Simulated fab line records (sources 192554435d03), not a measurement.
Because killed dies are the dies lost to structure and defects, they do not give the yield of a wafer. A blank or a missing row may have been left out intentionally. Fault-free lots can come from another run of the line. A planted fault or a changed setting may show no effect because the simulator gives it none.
Matching of chambers / flow n5-finfet / 4 sister chambers for N5_HKMG_FIN_ETCH_35 on rie-diel-06
The step etches SOC in N2/H2, target depth 215.8 nm, time 243.4 s. 22 wafers are shown with their chamber, then 11 later ones without.

## WAFERS, EACH WITH ITS CHAMBER
wafer=L074.3; chamber=0; throttle-valve-pct (%)=17.68; showerhead-plenum-p-Torr (Torr)=2.70; oes-product-au (a.u.)=0.88
wafer=L074.4; chamber=2; throttle-valve-pct (%)=18.07; showerhead-plenum-p-Torr (Torr)=2.54; oes-product-au (a.u.)=0.72
wafer=L074.6; chamber=2; throttle-valve-pct (%)=18.08; showerhead-plenum-p-Torr (Torr)=2.54; oes-product-au (a.u.)=0.72
wafer=L079.1; chamber=1; throttle-valve-pct (%)=18.30; showerhead-plenum-p-Torr (Torr)=2.40; oes-product-au (a.u.)=0.69
wafer=L079.5; chamber=1; throttle-valve-pct (%)=18.28; showerhead-plenum-p-Torr (Torr)=2.40; oes-product-au (a.u.)=0.69
wafer=L079.6; chamber=2; throttle-valve-pct (%)=18.08; showerhead-plenum-p-Torr (Torr)=2.54; oes-product-au (a.u.)=0.72
wafer=L080.1; chamber=1; throttle-valve-pct (%)=18.29; showerhead-plenum-p-Torr (Torr)=2.40; oes-product-au (a.u.)=0.70
wafer=L080.3; chamber=3; throttle-valve-pct (%)=17.54; showerhead-plenum-p-Torr (Torr)=2.49; oes-product-au (a.u.)=0.94
wafer=L080.4; chamber=0; throttle-valve-pct (%)=17.70; showerhead-plenum-p-Torr (Torr)=2.69; oes-product-au (a.u.)=0.86
wafer=L083.2; chamber=0; throttle-valve-pct (%)=17.69; showerhead-plenum-p-Torr (Torr)=2.69; oes-product-au (a.u.)=0.85
wafer=L083.5; chamber=0; throttle-valve-pct (%)=17.71; showerhead-plenum-p-Torr (Torr)=2.69; oes-product-au (a.u.)=0.85
wafer=L083.6; chamber=1; throttle-valve-pct (%)=18.31; showerhead-plenum-p-Torr (Torr)=2.40; oes-product-au (a.u.)=0.69
wafer=L087.3; chamber=2; throttle-valve-pct (%)=18.12; showerhead-plenum-p-Torr (Torr)=2.53; oes-product-au (a.u.)=0.70
wafer=L087.4; chamber=2; throttle-valve-pct (%)=18.12; showerhead-plenum-p-Torr (Torr)=2.53; oes-product-au (a.u.)=0.69
wafer=L087.6; chamber=3; throttle-valve-pct (%)=17.58; showerhead-plenum-p-Torr (Torr)=2.49; oes-product-au (a.u.)=0.92
wafer=L088.1; chamber=0; throttle-valve-pct (%)=17.72; showerhead-plenum-p-Torr (Torr)=2.68; oes-product-au (a.u.)=0.84
wafer=L088.2; chamber=3; throttle-valve-pct (%)=17.57; showerhead-plenum-p-Torr (Torr)=2.49; oes-product-au (a.u.)=0.92
wafer=L088.4; chamber=2; throttle-valve-pct (%)=18.11; showerhead-plenum-p-Torr (Torr)=2.53; oes-product-au (a.u.)=0.71
wafer=L089.1; chamber=2; throttle-valve-pct (%)=18.13; showerhead-plenum-p-Torr (Torr)=2.53; oes-product-au (a.u.)=0.69
wafer=L089.4; chamber=3; throttle-valve-pct (%)=17.57; showerhead-plenum-p-Torr (Torr)=2.49; oes-product-au (a.u.)=0.91
wafer=L089.6; chamber=2; throttle-valve-pct (%)=18.13; showerhead-plenum-p-Torr (Torr)=2.53; oes-product-au (a.u.)=0.70
wafer=L092.4; chamber=1; throttle-valve-pct (%)=17.94; showerhead-plenum-p-Torr (Torr)=2.71; oes-product-au (a.u.)=0.97

SIGNATURES (means of the wafers above)
reading=throttle-valve-pct; chamber 0=17.7000; chamber 1=18.2240; chamber 2=18.1050; chamber 3=17.5650; scatter within a chamber=0.0773
reading=showerhead-plenum-p-Torr; chamber 0=2.6900; chamber 1=2.4620; chamber 2=2.5337; chamber 3=2.4900; scatter within a chamber=0.0655
reading=oes-product-au; chamber 0=0.8560; chamber 1=0.7480; chamber 2=0.7062; chamber 3=0.9225; scatter within a chamber=0.0598
Rule: for a wafer and a chamber, the distance is found by dividing, reading by reading, the gap between the wafer's reading and the chamber's mean by the reading's scatter, squaring, summing and taking the root. The wafer belongs to the nearest chamber; if the next one is less than 2 further off, it can't be placed. How the scatter is found: for the shown wafers, subtract from each reading the mean of its chamber, square and add these, divide the total by (wafers less chambers), then take the root.

## WAFERS MISSING THEIR CHAMBER
wafer=L092.5; throttle-valve-pct (%)=18.13; showerhead-plenum-p-Torr (Torr)=2.53; oes-product-au (a.u.)=0.69
wafer=L092.6; throttle-valve-pct (%)=17.59; showerhead-plenum-p-Torr (Torr)=2.48; oes-product-au (a.u.)=0.89
wafer=L093.1; throttle-valve-pct (%)=17.58; showerhead-plenum-p-Torr (Torr)=2.48; oes-product-au (a.u.)=0.89
wafer=L093.2; throttle-valve-pct (%)=17.75; showerhead-plenum-p-Torr (Torr)=2.68; oes-product-au (a.u.)=0.82
wafer=L093.4; throttle-valve-pct (%)=17.94; showerhead-plenum-p-Torr (Torr)=2.71; oes-product-au (a.u.)=0.96
wafer=L094.2; throttle-valve-pct (%)=17.77; showerhead-plenum-p-Torr (Torr)=2.68; oes-product-au (a.u.)=0.82
wafer=L094.5; throttle-valve-pct (%)=17.61; showerhead-plenum-p-Torr (Torr)=2.48; oes-product-au (a.u.)=0.88
wafer=L094.6; throttle-valve-pct (%)=17.76; showerhead-plenum-p-Torr (Torr)=2.68; oes-product-au (a.u.)=0.82
wafer=L097.1; throttle-valve-pct (%)=18.17; showerhead-plenum-p-Torr (Torr)=2.52; oes-product-au (a.u.)=0.68
wafer=L097.2; throttle-valve-pct (%)=17.95; showerhead-plenum-p-Torr (Torr)=2.71; oes-product-au (a.u.)=0.93
wafer=L097.5; throttle-valve-pct (%)=17.60; showerhead-plenum-p-Torr (Torr)=2.48; oes-product-au (a.u.)=0.88

## EACH ONE'S CHAMBER
wafer=L092.5; from the rows above=can't be placed: 2 or 1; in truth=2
wafer=L092.6; from the rows above=3; in truth=3
wafer=L093.1; from the rows above=3; in truth=3
wafer=L093.2; from the rows above=0; in truth=0
wafer=L093.4; from the rows above=can't be placed: 0 or 2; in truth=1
wafer=L094.2; from the rows above=0; in truth=0
wafer=L094.5; from the rows above=3; in truth=3
wafer=L094.6; from the rows above=0; in truth=0
wafer=L097.1; from the rows above=can't be placed: 2 or 1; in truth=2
wafer=L097.2; from the rows above=can't be placed: 0 or 2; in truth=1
wafer=L097.5; from the rows above=3; in truth=3
Correctly placed: 7 of 11. These rows do not allow placing 4 (true chamber among the candidates in 2). Placed wrongly: 0.
